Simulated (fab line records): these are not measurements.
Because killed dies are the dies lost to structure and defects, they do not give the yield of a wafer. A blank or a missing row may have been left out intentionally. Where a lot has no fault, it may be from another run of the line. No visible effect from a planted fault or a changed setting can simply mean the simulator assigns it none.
Split-lot experiment	flow n5-finfet	route with 1938 steps; 7 lots, 21 wafers read

== SPLIT DETAILS ==
At N5_BEOL_M11_PEB_26 (peb time 60 s), the setting peb-time-s was moved away from the recipe's 60 s on 6 of the 21 wafers read, by -19.4% to +21.8%. For the rest of the wafers, this setting stayed at what the recipe calls for.

== FROM SPLIT TO READING: 1 step shown by the file between the two ==
- N5_BEOL_M11_DEVELOP_27: develop time 30 s

== THE READING ==
Shown in nm: cd-nm at N5_BEOL_M11_CD_MEAS_28, with target cd 70 nm. Fault-free wafers of this fab line usually give 70.2 nm, standard deviation 0.7 nm.

wafer	tool, chamber at the split	peb-time-s as run, s	against the recipe	cd-nm, nm	against lot-mates on the recipe
L080.1	litho-track-01, 0	60	recipe	70.2	-
L080.3	litho-track-01, 0	60	recipe	70.5	-
L080.6	litho-track-01, 0	60	recipe	70.4	-
L081.1	litho-track-02, 0	73.06	+21.8%	78.6	+7.1
L081.4	litho-track-02, 0	60	recipe	71.8	-
L081.6	litho-track-02, 0	60	recipe	71.2	-
L083.4	litho-track-01, 0	65.66	+9.4%	74.3	+3.4
L083.5	litho-track-01, 0	65.66	+9.4%	75.1	+4.2
L083.6	litho-track-01, 0	60	recipe	70.9	-
L082.2	litho-track-05, 0	60	recipe	70.4	-
L082.4	litho-track-05, 0	55.9	-6.8%	67.3	-3.1
L082.5	litho-track-05, 0	55.9	-6.8%	67.5	-2.9
L089.2	litho-track-02, 0	60	recipe	70.9	-
L089.3	litho-track-02, 0	48.39	-19.4%	60.0	-11.0
L089.4	litho-track-02, 0	60	recipe	71.0	-
L093.1	litho-track-02, 0	60	recipe	69.0	-
L093.4	litho-track-02, 0	60	recipe	69.6	-
L093.5	litho-track-02, 0	60	recipe	70.8	-
L094.2	litho-track-01, 0	60	recipe	70.3	-
L094.3	litho-track-01, 0	60	recipe	70.5	-
L094.6	litho-track-01, 0	60	recipe	70.0	-

FIT RESULTS
A straight line over all 21 wafers: cd-nm changes by +0.449 nm for each +1% of peb-time-s; r = +0.97; the points scatter about the line by 0.8 nm.
The same after taking each lot's own level away (the mean of its wafers on the recipe; 21 wafers): +0.43 nm for each +1%; r = +0.97; scatter 0.83 nm.
The reading moves by 9.4 nm for the largest change in peb-time-s, on that fit.
Across the lots, their own levels run from 69.80 to 71.50 nm, a range of 2.4 times the standard deviation given above.
Consequently the slope shifts little with the lot-to-lot level, the two slopes agreeing.
Check: with one of the wafers moved furthest among these (+21.8%) left out of the fit, the line predicts +10.8 nm for it against its lot-mates. Against them it came out at +7.1 nm.

== FILE'S OWN FIT ==
cd-nm changes by +0.43 nm for each +1% of peb-time-s, r = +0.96.
